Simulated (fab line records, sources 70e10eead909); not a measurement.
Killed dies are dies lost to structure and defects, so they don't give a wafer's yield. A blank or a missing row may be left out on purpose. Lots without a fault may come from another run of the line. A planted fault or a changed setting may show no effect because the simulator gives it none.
Which tool did it? | flow nand_harc | 6 lots, 18 wafers sampled, at 4 steps of a route of 1159

WHAT THE GAUGES READ, wafer by wafer
NHARC_END_SORT_01.
lot  | measured     | on        | killed_at_other
L169 | day 21 04:14 | prober-02 | 1 0 0
L183 | day 26 09:20 | prober-01 | 0 1 1
L184 | day 26 06:05 | prober-02 | 0 0 0
L186 | day 27 05:28 | prober-02 | 1 0 0

WHICH TOOL RAN EACH LOT (tool, then ch and the chambers of the sampled wafers, then the start)
lot  | NHARC_P_BONDPAD_PVD_17       | NHARC_P_BONDPAD_PVD_27                  | NHARC_P_BONDPAD_ANNEAL_28
L169 | pvd_sputter-01, day 6 23:23  | pvd_sputter-01, day 7 00:02 or earlier  | rtp_anneal-01 ch 0, day 7 00:02
L172 | pvd_sputter-03, day 7 14:50  | pvd_sputter-03, day 7 15:54 or earlier  | rtp_anneal-02 ch 0, day 7 15:54
L183 | pvd_sputter-03, day 10 16:38 | pvd_sputter-03, day 10 17:16 or earlier | rtp_anneal-01 ch 0, day 10 17:16
L184 | pvd_sputter-03, day 10 20:46 | pvd_sputter-03, day 10 20:59            | rtp_anneal-01 ch 0, day 10 22:04
L186 | pvd_sputter-03, day 11 11:47 | pvd_sputter-03, day 11 12:25 or earlier | rtp_anneal-02 ch 0, day 11 12:25
L189 | pvd_sputter-01, day 11 18:53 | pvd_sputter-01, day 11 19:32 or earlier | rtp_anneal-02 ch 0, day 11 19:32
- NHARC_P_BONDPAD_PVD_17: deposits TaN, target thk 5 nm, time 8.06 s.
- NHARC_P_BONDPAD_PVD_27: deposits Cu, target thk 30 nm, time 20.49 s.
- NHARC_P_BONDPAD_ANNEAL_28: time 90 s.

THE ANSWER, worked out from the rows above alone
Rule: what is usual is taken from the lots themselves. Put in order of their means at a reading, lots are off if they are a third of the lots or fewer, leave a main group of 4 or more, and stand apart from it by a gap of 3 or more times the standard deviation of the main group's means; of several such gaps the widest counts. A main group whose means are all the same, to the digits that the tables above print for the reading, isn't used. A lot without any number at a reading at which 4 lots or more have one is off too. The other lots that the step has rows for count as sound.
No lot is off at any reading shown: from this, nothing can be told.

WHAT THE SIMULATOR HAD PUT IN
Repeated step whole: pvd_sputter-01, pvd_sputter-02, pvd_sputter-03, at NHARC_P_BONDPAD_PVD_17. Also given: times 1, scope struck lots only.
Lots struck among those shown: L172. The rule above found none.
